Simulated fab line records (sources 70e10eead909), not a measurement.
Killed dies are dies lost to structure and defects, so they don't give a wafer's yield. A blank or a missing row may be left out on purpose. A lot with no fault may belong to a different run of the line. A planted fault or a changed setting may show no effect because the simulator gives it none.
Matching of chambers -- flow nand-harc -- 3 sister chambers for NHARC_A_STAIRCASE_DEP_322 on pecvd-02
The step deposits SiO2, target thk 7200 nm. 6 wafers are shown with their chamber, then 10 later ones without.

WAFERS WITH THEIR CHAMBER
wafer,chamber,heater-power-w (W)
L085.2,0,870
L088.1,2,766
L088.4,0,764
L088.5,2,646
L090.1,1,686
L090.5,1,609

WAFERS WITHOUT THEIR CHAMBER
wafer,heater-power-w (W)
L090.6,643
L091.3,643
L091.4,575
L091.6,652
L095.1,923
L095.2,732
L095.5,783
L097.2,671
L097.3,784
L097.5,617

CHAMBER TAKEN BY EACH
wafer,from the rows above,in truth
L090.6,can't be placed: 1 or 2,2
L091.3,can't be placed: 1 or 2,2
L091.4,can't be placed: 1 or 2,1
L091.6,can't be placed: 1 or 2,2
L095.1,can't be placed: 0 or 2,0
L095.2,can't be placed: 2 or 1 or 0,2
L095.5,can't be placed: 0 or 2 or 1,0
L097.2,can't be placed: 1 or 2 or 0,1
L097.3,can't be placed: 0 or 2 or 1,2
L097.5,can't be placed: 1 or 2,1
Correct placement for 0 of the 10. Cannot be placed on the basis of these rows: 10; the candidates contain the true chamber in 10. Number placed wrongly: 0.
How it was worked out, from the rows above alone: a wafer's distance from a chamber is the root of the sum, over the readings, of the square of ((its reading less the chamber's mean) divided by the reading's scatter). If the next closest chamber is less than 2 further off than the closest, the wafer can't be placed; otherwise it belongs to the closest. For every chamber, the mean is computed from those of its wafers that are shown. The scatter: the root of (the sum of the squares of (reading less its chamber's mean) over the shown wafers, divided by (wafers less chambers)).
